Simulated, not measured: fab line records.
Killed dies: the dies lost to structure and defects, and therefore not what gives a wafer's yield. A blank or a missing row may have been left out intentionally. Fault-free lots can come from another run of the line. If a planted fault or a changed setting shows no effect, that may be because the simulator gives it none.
Chamber matching / flow n5 finfet / N5_BEOL_M4_ALD_84 on ald metal-02: 4 sister chambers
The step deposits TaN, pulse time 2 s, purge time 3 s, co reactant purge time 2 s. 8 wafers are shown with their chamber, then 8 later ones without.

WAFERS WITH THEIR CHAMBER
wafer=L074.1; chamber=2; heater power w (W)=474
wafer=L074.3; chamber=1; heater power w (W)=422
wafer=L082.2; chamber=3; heater power w (W)=422
wafer=L082.5; chamber=3; heater power w (W)=430
wafer=L085.2; chamber=2; heater power w (W)=478
wafer=L085.3; chamber=1; heater power w (W)=430
wafer=L085.5; chamber=0; heater power w (W)=411
wafer=L091.1; chamber=0; heater power w (W)=424

WAFERS WITHOUT THEIR CHAMBER
wafer=L091.3; heater power w (W)=414
wafer=L091.5; heater power w (W)=418
wafer=L095.1; heater power w (W)=471
wafer=L095.2; heater power w (W)=422
wafer=L095.4; heater power w (W)=430
wafer=L097.1; heater power w (W)=421
wafer=L097.3; heater power w (W)=418
wafer=L097.5; heater power w (W)=426

EACH ONE'S CHAMBER
wafer=L091.3; from the rows above=can't be placed: 0 or 1 or 3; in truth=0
wafer=L091.5; from the rows above=can't be placed: 0 or 1 or 3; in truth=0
wafer=L095.1; from the rows above=2; in truth=2
wafer=L095.2; from the rows above=can't be placed: 1 or 3 or 0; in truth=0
wafer=L095.4; from the rows above=can't be placed: 1 or 3 or 0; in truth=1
wafer=L097.1; from the rows above=can't be placed: 0 or 1 or 3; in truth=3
wafer=L097.3; from the rows above=can't be placed: 0 or 1 or 3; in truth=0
wafer=L097.5; from the rows above=can't be placed: 1 or 3 or 0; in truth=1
1 of 8 placed correctly. Cannot be placed on the basis of these rows: 7; the candidates contain the true chamber in 7. Wrongly placed: 0.
How it was worked out, from the rows above alone: a wafer's distance from a chamber is the root of the sum, over the readings, of the square of ((its reading less the chamber's mean) divided by the reading's scatter). If the next closest chamber is less than 2 further off than the closest, the wafer can't be placed; otherwise it belongs to the closest. A chamber's mean is the mean of its shown wafers. The scatter: take each reading less its chamber's mean, square it, sum over the shown wafers, divide by the number of wafers less the number of chambers, and take the root.
